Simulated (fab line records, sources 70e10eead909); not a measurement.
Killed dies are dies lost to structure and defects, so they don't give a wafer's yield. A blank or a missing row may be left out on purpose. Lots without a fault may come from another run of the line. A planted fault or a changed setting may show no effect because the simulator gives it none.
fab line records | flow nand_harc
record lots=6 wafers=16 last_day=33
route steps=1302 shown A_ZERO_WELL@412 A_SOURCE_PLATE@413 A_ONON_D1@424 END@1302
lots that met no fault: from a run of the same line without faults
start_h: hours from the record's first day to the start of the lot's first wafer shown | wait_h: hours since the lot's step before | " the same as in the row above | L1.1+2: a row that stands for several wafers | - no value, or no start given | * or withheld: withheld | < > ~ a bound
route shown NAME@n: a module of which the file shows steps, and the number in the route of the first | usual: mean/standard deviation of fault-free wafers | same: alike in all rows | chamber/n: place in a boat | sites: the reading at each site | _std_site: their standard deviation | _edge_site: outer sites' mean less inner sites' | radius_mm: how far each site lies from the wafer's centre | mask NAME#n: copy n | behind: the tool/chamber that last shaped the wafer | hold: why the lot was held/for how many hours/how that ended | device: the transistor (n, p or np) that didn't switch | end of line: the same wafers' tests at the end of the route | a step without rows: its recipe alone | killed: dies lost to structure and defects at the first sort, not the wafer's yield | map: a wafer's dies, x killed, . not, _ none there
set.NAME: the setting as run; set.NAME@STEP: as run at that earlier step | model.NAME: the simulator's own value behind a step, which no gauge read
lots at some steps of the route; a table a step, a row a wafer
services: from which hour (start_h, from the record's first day; less than 0 if before it) a tool's chamber was out of use, for how many hours, and why
## steps
# step NHARC_A_ZERO_WELL_INSPECT_17
# usual raw_defect_count=11/5.7
# columns lot.wafer tool chamber start_h wait_h raw_defect_count
L543.1 defect_inspect-02 - 177.24 0.2 12
L543.3 " - " " 9
L543.6 " - " " 10
L548.1 defect_inspect-02 - 238.48 0.2 3
L548.2 " - " " 4
L548.4 " - " " 3
L551.1 defect_inspect-01 - 259.38 0.2 8
L551.4 " - " " 14
L554.1 defect_inspect-02 - 288.06 0.2 4
L554.4 " - " " 12
L560.1 defect_inspect-02 - 354.30 0.2 6
L560.3 " - " " 18
L560.6 " - " " 8
L562.1 defect_inspect-02 - 372.14 0.3 14
L562.4 " - " " 21
L562.5 " - " " 10
# step NHARC_A_SOURCE_PLATE_PRECLEAN_00
# recipe time_s=60 chemistry=HF-LAST
# step NHARC_A_SOURCE_PLATE_SRD_01
# step NHARC_A_SOURCE_PLATE_OXIDE_02
# recipe target_thk_a=100 temp_c=900 ox_time_s=1362 material=SiO2
# step NHARC_A_SOURCE_PLATE_THK_MEAS_09
# recipe thk_meas_gauge=ellipsometry
# usual thk_nm=9.8/1.2
# columns lot.wafer tool chamber start_h wait_h thk_nm
L543.1 film_metro-01 - 183.80 0.4 8.1
L543.3 " - " " 9.0
L543.6 " - " " 11.3
L548.1 film_metro-02 - 245.31 0.4 12.2
L548.2 " - " " 8.8
L548.4 " - " " 10.7
L551.1 film_metro-01 - 266.64 0.4 7.8
L551.4 " - " " 9.1
L554.1 film_metro-01 - 295.36 0.4 8.9
L554.4 " - " " 10.2
L560.1 film_metro-01 - 361.10 0.4 10.2
L560.3 " - " " 9.7
L560.6 " - " " 9.9
L562.1 film_metro-01 - 379.43 0.4 9.7
L562.4 " - " " 9.4
L562.5 " - " " 11.1
# step NHARC_A_SOURCE_PLATE_PVD_04
# recipe target_thk_a=500 material=WSi2
# step NHARC_A_SOURCE_PLATE_CVD_03
# recipe target_thk_a=2000 temp_c=620 pressure_mtorr=200 time_s=4000 material=poly-Si
# step NHARC_A_SOURCE_PLATE_ANNEAL_05
# recipe temp_c=850 time_s=1800
# step NHARC_A_SOURCE_PLATE_THK_MEAS_06
# recipe thk_meas_gauge=ellipsometry
# usual thk_nm=199.4/2.1
# columns lot.wafer tool chamber start_h wait_h thk_nm
L543.1 film_metro-02 - 196.69 0.4 194.4
L543.3 " - " " 195.1
L543.6 " - " " 197.9
L548.1 film_metro-01 - 260.65 0.4 198.7
L548.2 " - " " 198.9
L548.4 " - " " 200.9
L551.1 film_metro-02 - 279.54 0.4 201.6
L551.4 " - " " 200.0
L554.1 film_metro-02 - 309.16 0.4 197.4
L554.4 " - " " 198.6
L560.1 film_metro-01 - 374.18 0.4 197.7
L560.3 " - " " 199.3
L560.6 " - " " 196.1
L562.1 film_metro-01 - 392.23 0.4 202.2
L562.4 " - " " 202.7
L562.5 " - " " 203.1
# step NHARC_A_SOURCE_PLATE_INSPECT_08
# usual raw_defect_count=56/26
# columns lot.wafer tool chamber start_h wait_h raw_defect_count
L543.1 defect_inspect-02 - 196.76 0.0 27
L543.3 " - " " 33
L543.6 " - " " 26
L548.1 defect_inspect-02 - 260.71 0.0 67
L548.2 " - " " 79
L548.4 " - " " 40
L551.1 defect_inspect-02 - 279.60 0.0 42
L551.4 " - " " 63
L554.1 defect_inspect-01 - 309.22 0.0 46
L554.4 " - " " 72
L560.1 defect_inspect-02 - 374.25 0.0 27
L560.3 " - " " 55
L560.6 " - " " 54
L562.1 defect_inspect-01 - 392.33 0.0 42
L562.4 " - " " 22
L562.5 " - " " 28
# step NHARC_A_ONON_D1_DEP_00
# recipe target_thk_a=10000 n2_flow_sccm=2750 n2o_flow_sccm=2000 nh3_flow_sccm=500 sih4_flow_sccm=210 temp_c=400
# columns lot.wafer tool chamber start_h wait_h
L543.1+3+6 pecvd_onon-03 0 196.82 0.1
L548.1+2+4 pecvd_onon-02 0 260.78 0.1
L551.1+4 pecvd_onon-03 0 279.67 0.1
L554.1+4 pecvd_onon-03 0 309.29 0.1
L560.1+3+6 pecvd_onon-03 0 374.31 0.1
L562.1+4+5 pecvd_onon-03 0 392.40 0.1
# step NHARC_A_ONON_D1_THK_MEAS_02
# recipe thk_meas_gauge=ellipsometry
# usual thk_nm=1001/8.2
# columns lot.wafer tool chamber start_h wait_h thk_nm
L543.1 film_metro-02 - 197.33 - 1007
L543.3 " - " " 1005
L543.6 " - " " 1006
L548.1 film_metro-02 - 261.29 - 1003
L548.2 " - " " 1002
L548.4 " - " " 1003
L551.1 film_metro-02 - 280.18 - 1497
L551.4 " - " " 1494
L554.1 film_metro-01 - 309.80 - 1483
L554.4 " - " " 1483
L560.1 film_metro-01 - 374.83 - 1008
L560.3 " - " " 1007
L560.6 " - " " 1004
L562.1 film_metro-01 - 392.91 - 996
L562.4 " - " " 995
L562.5 " - " " 996
# step NHARC_A_ONON_D1_DEP_03
# recipe target_thk_a=10000 n2_flow_sccm=2750 n2o_flow_sccm=2000 nh3_flow_sccm=500 sih4_flow_sccm=210 temp_c=400
# step NHARC_END_SORT_01
# recipe temp_c=25
# usual killed_at_array=52/18 killed_at_other=1.0/1.4 killed_at_periphery=3.1/2.3 killed_dies=56/17 killed_open=3.0/1.7 killed_short=2.5/1.7
# same gross_dies=677
# columns lot.wafer tool chamber start_h wait_h killed_at_array killed_at_other killed_at_periphery killed_dies killed_open killed_short
L543.6 prober-01 0 615.76 4.0 89 1 2 92 4 1
L548.1 prober-02 0 657.87 2.5 59 0 3 62 5 3
L548.4 prober-02 0 660.26 3.4 59 1 2 62 1 3
L551.1 prober-02 0 684.76 2.5 672 2 3 677 2 3
L551.4 prober-02 0 687.15 3.4 675 1 1 677 4 6
L554.1 prober-02 0 709.84 2.4 676 0 1 677 2 0
L554.4 prober-02 0 712.23 3.4 675 1 1 677 4 0
# killed by level:class
L543.6 A_CHANNEL_HOLE_D2:chamber_film_flake=34 A_SLIT:chamber_film_flake=26 A_CHANNEL_HOLE_D1:chamber_film_flake=19 A_DECK1_JOINT:chamber_film_flake=2 A_STAIRCASE:chamber_film_flake=2 P_STI:geometric_particle:short=1 P_M0:geometric_particle:open=1 A_CHANNEL_FILL_D2:geometric_particle:open=1
L548.1 A_CHANNEL_HOLE_D1:chamber_film_flake=23 A_CHANNEL_HOLE_D2:chamber_film_flake=18 A_CONTACT:chamber_film_flake=6 A_BLC:chamber_film_flake=3 A_CHANNEL_FILL_D2:chamber_film_flake=2 P_M0:geometric_particle:open=1 P_M1:geometric_particle:open=1 A_ONON_D1:geometric_particle:short=1
L548.4 A_CHANNEL_HOLE_D2:chamber_film_flake=24 A_CHANNEL_HOLE_D1:chamber_film_flake=17 A_CONTACT:chamber_film_flake=9 P_GATE:chamber_film_flake=2 A_WL_FILL:chamber_film_flake=2 A_ONON_D2:geometric_particle:short=1 A_CHANNEL_HOLE_D2:geometric_particle:open=1 A_CHANNEL_FILL_D2:geometric_particle:short=1
L551.1 A_ONON_D1:area_dep=633 A_CHANNEL_HOLE_D2:chamber_film_flake=17 A_CONTACT:chamber_film_flake=5 A_CHANNEL_HOLE_D1:chamber_film_flake=4 A_SLIT:chamber_film_flake=3 A_CHANNEL_FILL_D2:chamber_film_flake=2 A_STAIRCASE:chamber_film_flake=2 A_WL_FILL:chamber_film_flake=2
L551.4 A_ONON_D1:area_dep=631 A_CHANNEL_HOLE_D2:chamber_film_flake=16 A_CHANNEL_HOLE_D1:chamber_film_flake=5 A_CHANNEL_FILL_D1:geometric_particle:open=3 A_CHANNEL_FILL_D1:geometric_particle:short=3 A_CONTACT:chamber_film_flake=3 A_SLIT:chamber_film_flake=3 A_WL_FILL:chamber_film_flake=3
L554.1 A_ONON_D1:area_dep=602 A_SLIT:chamber_film_flake=29 A_CHANNEL_HOLE_D1:chamber_film_flake=27 A_CHANNEL_HOLE_D2:chamber_film_flake=11 A_CONTACT:chamber_film_flake=2 A_ONON_D2:geometric_particle:open=1 A_CHANNEL_FILL_D2:geometric_particle:open=1 P_GATE:chamber_film_flake=1
L554.4 A_ONON_D1:area_dep=610 A_CHANNEL_HOLE_D1:chamber_film_flake=24 A_SLIT:chamber_film_flake=22 A_CHANNEL_HOLE_D2:chamber_film_flake=11 A_WL_FILL:chamber_film_flake=4 P_M1:geometric_particle:open=1 A_DECK1_JOINT:geometric_particle:open=1 A_WL_FILL:geometric_particle:open=1
# map L551.1 (x killed, . not)
____________x____________
_________xxxxxxx_________
_______xxxxxxxxxxx_______
______xxxxxxxxxxxxx______
_____xxxxxxxxxxxxxxx_____
____xxxxxxxxxxxxxxxxx____
____xxxxxxxxxxxxxxxxx____
___xxxxxxxxxxxxxxxxxxx___
___xxxxxxxxxxxxxxxxxxx___
__xxxxxxxxxxxxxxxxxxxxx__
__xxxxxxxxxxxxxxxxxxxxx__
_xxxxxxxxxxxxxxxxxxxxxxx_
_xxxxxxxxxxxxxxxxxxxxxxx_
_xxxxxxxxxxxxxxxxxxxxxxx_
_xxxxxxxxxxxxxxxxxxxxxxx_
_xxxxxxxxxxxxxxxxxxxxxxx_
xxxxxxxxxxxxxxxxxxxxxxxxx
xxxxxxxxxxxxxxxxxxxxxxxxx
xxxxxxxxxxxxxxxxxxxxxxxxx
xxxxxxxxxxxxxxxxxxxxxxxxx
xxxxxxxxxxxxxxxxxxxxxxxxx
_xxxxxxxxxxxxxxxxxxxxxxx_
_xxxxxxxxxxxxxxxxxxxxxxx_
_xxxxxxxxxxxxxxxxxxxxxxx_
_xxxxxxxxxxxxxxxxxxxxxxx_
_xxxxxxxxxxxxxxxxxxxxxxx_
__xxxxxxxxxxxxxxxxxxxxx__
__xxxxxxxxxxxxxxxxxxxxx__
___xxxxxxxxxxxxxxxxxxx___
___xxxxxxxxxxxxxxxxxxx___
____xxxxxxxxxxxxxxxxx____
____xxxxxxxxxxxxxxxxx____
_____xxxxxxxxxxxxxxx_____
______xxxxxxxxxxxxx______
_______xxxxxxxxxxx_______
_________xxxxxxx_________
____________x____________
# map L554.1 (x killed, . not)
____________x____________
_________xxxxxxx_________
_______xxxxxxxxxxx_______
______xxxxxxxxxxxxx______
_____xxxxxxxxxxxxxxx_____
____xxxxxxxxxxxxxxxxx____
____xxxxxxxxxxxxxxxxx____
___xxxxxxxxxxxxxxxxxxx___
___xxxxxxxxxxxxxxxxxxx___
__xxxxxxxxxxxxxxxxxxxxx__
__xxxxxxxxxxxxxxxxxxxxx__
_xxxxxxxxxxxxxxxxxxxxxxx_
_xxxxxxxxxxxxxxxxxxxxxxx_
_xxxxxxxxxxxxxxxxxxxxxxx_
_xxxxxxxxxxxxxxxxxxxxxxx_
_xxxxxxxxxxxxxxxxxxxxxxx_
xxxxxxxxxxxxxxxxxxxxxxxxx
xxxxxxxxxxxxxxxxxxxxxxxxx
xxxxxxxxxxxxxxxxxxxxxxxxx
xxxxxxxxxxxxxxxxxxxxxxxxx
xxxxxxxxxxxxxxxxxxxxxxxxx
_xxxxxxxxxxxxxxxxxxxxxxx_
_xxxxxxxxxxxxxxxxxxxxxxx_
_xxxxxxxxxxxxxxxxxxxxxxx_
_xxxxxxxxxxxxxxxxxxxxxxx_
_xxxxxxxxxxxxxxxxxxxxxxx_
__xxxxxxxxxxxxxxxxxxxxx__
__xxxxxxxxxxxxxxxxxxxxx__
___xxxxxxxxxxxxxxxxxxx___
___xxxxxxxxxxxxxxxxxxx___
____xxxxxxxxxxxxxxxxx____
____xxxxxxxxxxxxxxxxx____
_____xxxxxxxxxxxxxxx_____
______xxxxxxxxxxxxx______
_______xxxxxxxxxxx_______
_________xxxxxxx_________
____________x____________
## services
# columns tool chamber start_h hours kind
pecvd_onon-02 - 185.34 13.0 pm
pecvd_onon-03 - 227.00 13.0 pm
pecvd_onon-02 - 366.34 13.0 pm
## key
first_sign step=NHARC_A_ONON_D1_THK_MEAS_02 reading=thk_nm direction=up sigmas=59 usual=1001 struck=1489
effect step=NHARC_END_SORT_01 reading=killed_dies direction=up sigmas=36 usual=56 struck=677
more_kills_born_at NHARC_A_ONON_D1_DEP_00@pecvd_onon-03=2476
met_at NHARC_A_ONON_D1_DEP_00
struck_wafers L551.1,L551.4,L554.1,L554.4
later_rows_left_out L551.1,L551.4,L554.1,L554.4
tester_left_out L551,L554
onset_between 196.82 279.67
fault kind=process_parameter_drift tool=pecvd_onon-03 chamber=- onset_h=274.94 steps=NHARC_A_ONON_D1_DEP_00 channel=target_thk_a offset=* shape=step end_h=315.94 scope=struck_wafers_only acts_in=* stated=*
# tester_left_out: of these lots the tester's yield and bins aren't shown, on N5 and GAA mostly nor the transistor test; their killed dies are dies lost to structure and defects alone, not to doping, threshold or leakage, so they don't give the yield
# later_rows_left_out: the simulator's readings of these wafers behind a module that went badly wrong aren't trusted and aren't shown, but for the sort
